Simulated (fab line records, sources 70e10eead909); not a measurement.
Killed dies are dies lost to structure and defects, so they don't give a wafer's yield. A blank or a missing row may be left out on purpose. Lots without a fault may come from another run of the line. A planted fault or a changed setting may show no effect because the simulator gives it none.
fab line records | flow nand_harc
record lots=6 wafers=18 last_day=25
route steps=1159 shown A_STAIRCASE@670
lots that met no fault: from a run of the same line without faults
start_h: hours from the record's first day to the start of the lot's first wafer shown | wait_h: hours since the lot's step before | " the same as in the row above | L1.1+2: a row that stands for several wafers | - no value, or no start given | * or withheld: withheld | < > ~ a bound
route shown NAME@n: a module of which the file shows steps, and the number in the route of the first | usual: mean/standard deviation of fault-free wafers | same: alike in all rows | chamber/n: place in a boat | sites: the reading at each site | _std_site: their standard deviation | _edge_site: outer sites' mean less inner sites' | radius_mm: how far each site lies from the wafer's centre | mask NAME#n: copy n | behind: the tool/chamber that last shaped the wafer | hold: why the lot was held/for how many hours/how that ended | device: the transistor (n, p or np) that didn't switch | end of line: the same wafers' tests at the end of the route | a step without rows: its recipe alone | killed: dies lost to structure and defects at the first sort, not the wafer's yield | map: a wafer's dies, x killed, . not, _ none there
set.NAME: the setting as run; set.NAME@STEP: as run at that earlier step | model.NAME: the simulator's own value behind a step, which no gauge read
lots at some steps of the route; a table a step, a row a wafer
services: from which hour (start_h, from the record's first day; less than 0 if before it) a tool's chamber was out of use, for how many hours, and why
## steps
# step NHARC_A_STAIRCASE_STRIP_295
# recipe o2_flow_sccm=500 ar_flow_sccm=0 bias_w=0 chemistry=O2
# usual chamber_pressure_mTorr=60.00/0.06 drypump_motor_current_A=5.7/0.31 o2_flow_sccm=500.0/1.5 oes_product_au=1.001/0.0099 rf_vpp_V=57.9/0.86 showerhead_plenum_p_Torr=3.58/0.11 throttle_valve_pct=17.037/0.0094
# columns lot.wafer tool chamber start_h wait_h chamber_pressure_mTorr drypump_motor_current_A o2_flow_sccm oes_product_au rf_hours_counter_h rf_vpp_V showerhead_plenum_p_Torr throttle_valve_pct
L402.3 rie_diel-04 2 - - 60.01 6.2 499.7 0.992 59 58.2 3.55 17.030
L402.5 " 2 " " 60.03 6.2 498.9 0.994 - 58.5 3.55 17.033
L402.6 " 3 " " 60.07 5.8 498.8 1.011 - 59.3 3.51 17.040
L404.2 rie_diel-12 1 - - 60.05 6.0 498.0 0.997 23 56.8 3.45 17.030
L404.4 " 2 " " 60.03 5.6 500.6 0.994 24 57.5 3.76 17.041
L404.5 " 0 " " 60.02 5.6 498.3 0.992 - 58.0 3.44 17.038
L411.2 rie_diel-12 0 - - 60.07 5.6 500.7 0.997 29 56.1 3.44 17.019
L411.3 " 1 " " 59.98 6.0 501.4 0.996 34 57.7 3.45 17.018
L411.5 " 0 " " 60.05 5.7 498.2 0.995 - 57.7 3.44 17.031
L417.3 rie_diel-12 1 - - 60.00 6.0 501.3 0.992 55 58.6 3.44 17.020
L417.4 " 3 " " 59.94 5.2 499.8 0.991 55 57.6 3.69 17.036
L417.5 " 0 " " 60.00 5.7 498.6 1.009 - 59.2 3.42 17.037
L424.3 rie_diel-04 1 - - 60.05 5.6 498.9 1.015 33 57.5 3.61 17.035
L424.2 " 2 " " 60.10 6.1 501.4 1.003 33 57.0 3.53 17.048
L424.4 " 3 " " 60.04 5.8 501.0 1.017 35 55.7 3.48 17.037
L423.2 rie_diel-08 2 - - 60.05 5.5 501.8 0.987 29 57.7 3.68 17.035
L423.4 " 0 " " 59.89 5.2 499.4 1.018 38 57.2 3.45 17.037
L423.1 " 1 " " 60.06 5.7 500.8 1.016 32 57.9 3.70 17.033
# step NHARC_A_STAIRCASE_STRIP_296
# recipe time_s=900 temp_c=130 chemistry=SPM
# step NHARC_A_STAIRCASE_PRECLEAN_297
# recipe time_s=* temp_c=50 bath_age_min=0 chemistry=SC1
# step NHARC_A_STAIRCASE_SRD_298
# step NHARC_A_STAIRCASE_HM_DEP_462
# recipe target_thk_a=8000 temp_c=400 material=aC
# usual throttle_valve_pct=35.000/0.009
# columns lot.wafer tool chamber start_h wait_h throttle_valve_pct
L402.3 acl_dep-01 0 274.05 0.7 35.005
L402.5 " 0 " " 34.984
L402.6 " 0 " " 35.009
L404.2 acl_dep-03 0 279.13 1.6 35.001
L404.4 " 0 " " 34.993
L404.5 " 0 " " 34.994
L411.2 acl_dep-03 0 313.22 1.0 34.997
L411.3 " 0 " " 35.006
L411.5 " 0 " " 34.997
L417.3 acl_dep-02 0 365.13 1.9 34.999
L417.4 " 0 " " 35.002
L417.5 " 0 " " 35.008
L424.2 acl_dep-03 0 395.60 0.4 35.006
L424.3 " 0 " " 34.988
L424.4 " 0 " " 35.006
L423.1 acl_dep-03 0 398.39 1.4 34.987
L423.2 " 0 " " 34.995
L423.4 " 0 " " 35.007
# step NHARC_A_STAIRCASE_DEP_301
# recipe target_thk_a=300 target_thk_nm=30 temp_c=400 pressure_torr=3.5 flow_sccm=200 rf_w=350 material=SiON
# usual heater_power_outer_w=454/39 heater_power_w=763/61
# columns lot.wafer tool chamber start_h wait_h heater_power_outer_w heater_power_w
L402.3 pecvd-01 1 275.38 1.0 492 836
L402.5 " 2 " " 448 756
L402.6 " 1 " " 498 846
L404.2 pecvd-01 1 280.74 1.3 476 807
L404.4 " 2 " " 431 771
L404.5 " 1 " " 468 802
L411.2 pecvd-01 0 314.79 1.3 421 663
L411.3 " 1 " " 495 844
L411.5 " 0 " " 421 671
L417.3 pecvd-04 0 366.44 1.0 414 769
L417.5 " 1 " " 496 802
L417.4 " 0 " " 411 746
L424.2 pecvd-01 0 397.17 1.3 410 659
L424.3 " 1 " " 486 800
L424.4 " 0 " " 407 669
L423.2 pecvd-01 1 400.28 1.3 430 729
L423.1 " 2 " " 408 727
L423.4 " 2 " " 409 723
# step NHARC_A_STAIRCASE_DEHYDRATE_302
# recipe temp_c=150 time_s=120
# step NHARC_A_STAIRCASE_HMDS_303
# recipe time_s=30
# step NHARC_A_STAIRCASE_COAT_304
# recipe spin_rpm=1200
# step NHARC_A_STAIRCASE_SOFTBAKE_305
# recipe temp_c=135 time_s=170
# step NHARC_A_STAIRCASE_EBR_306
# step NHARC_A_STAIRCASE_EXPOSE_307
# recipe na=0.5 dose_mj=45.72 mask_id=CHOP_50
# usual exposure_dose_mJ_cm2=45.72/0.043 focus_offset_nm=-0.1/0.55 stage_vel_mm_s=500.03/0.28
# columns lot.wafer tool chamber start_h wait_h mask exposure_dose_mJ_cm2 focus_offset_nm stage_vel_mm_s
L402.3 krf_scanner-02 0 275.81 - CHOP_50#0 45.77 0.4 500.31
L402.5 " 0 " " CHOP_50#0 45.68 -0.2 500.30
L402.6 " 0 " " CHOP_50#0 45.80 0.9 500.57
L404.2 krf_scanner-03 0 281.29 - CHOP_50#0 45.67 0.1 499.88
L404.4 " 0 " " CHOP_50#0 45.65 -0.7 500.02
L404.5 " 0 " " CHOP_50#0 45.65 0.4 500.18
L411.2 krf_scanner-03 0 315.27 - CHOP_50#0 45.72 -1.4 499.65
L411.3 " 0 " " CHOP_50#0 45.72 0.5 499.53
L411.5 " 0 " " CHOP_50#0 45.75 -0.8 499.62
L417.3 krf_scanner-02 0 367.00 - CHOP_50#0 28.09 -0.3 500.57
L417.4 " 0 " " CHOP_50#0 28.10 -0.4 500.57
L417.5 " 0 " " CHOP_50#0 28.10 -0.4 499.85
L424.2 krf_scanner-03 0 397.66 - CHOP_50#0 45.68 -0.1 499.95
L424.3 " 0 " " CHOP_50#0 45.71 -0.6 500.28
L424.4 " 0 " " CHOP_50#0 45.68 0.1 500.20
L423.1 krf_scanner-02 0 400.88 - CHOP_50#0 31.63 -0.3 499.74
L423.2 " 0 " " CHOP_50#0 31.58 0.6 499.82
L423.4 " 0 " " CHOP_50#0 31.60 0.4 499.71
# step NHARC_A_STAIRCASE_PEB_308
# recipe peb_temp_c=115 peb_time_s=130
## services
# columns tool chamber start_h hours kind
pecvd-01 0 250.61 - clean
pecvd-01 1 250.61 - clean
pecvd-01 2 250.61 - clean
rie_diel-12 0 260.44 - clean
rie_diel-12 1 260.44 - clean
pecvd-04 - 281.95 1.7 repair
krf_scanner-03 - 283.67 1.9 repair
rie_diel-04 - 288.92 9.0 pm
acl_dep-01 - 296.78 13.0 pm
rie_diel-08 - 301.86 9.0 pm
pecvd-04 - 303.95 0.9 repair
pecvd-04 2 308.11 5.9 repair
krf_scanner-03 - 310.03 0.9 repair
rie_diel-08 - 312.16 1.9 repair
pecvd-04 1 327.35 8.2 repair
krf_scanner-03 - 329.87 10.1 repair
rie_diel-08 1 338.56 8.3 repair
krf_scanner-03 - 340.01 4.0 pm
acl_dep-02 - 350.25 13.0 pm
krf_scanner-02 - 354.51 0.3 repair
krf_scanner-03 - 375.47 2.4 repair
pecvd-04 - 376.18 13.0 pm
rie_diel-12 - 379.46 9.0 pm
krf_scanner-02 - 382.00 4.0 pm
## key
first_sign step=NHARC_A_STAIRCASE_EXPOSE_307 reading=exposure_dose_mJ_cm2 direction=down sigmas=99+ usual=45.72 struck=29.85
effect none on later readings
met_at NHARC_A_STAIRCASE_EXPOSE_307
struck_wafers L417.3,L417.4,L417.5,L423.1,L423.2,L423.4
tester_left_out L417,L423
loop_trim step=NHARC_A_STAIRCASE_EXPOSE_307 setting=dose lots=L423
onset_between 275.81 367.00
fault kind=process_parameter_drift tool=krf_scanner-02 chamber=- onset_h=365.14 steps=NHARC_A_STAIRCASE_EXPOSE_307 channel=dose_mj offset=-17.618 shape=step acts_in=these_recipes_only stated=45.72
# tester_left_out: of these lots the tester's yield and bins aren't shown, on N5 and GAA mostly nor the transistor test; their killed dies are dies lost to structure and defects alone, not to doping, threshold or leakage, so they don't give the yield
# loop_trim: a control loop set the setting to another value than it would have without faults
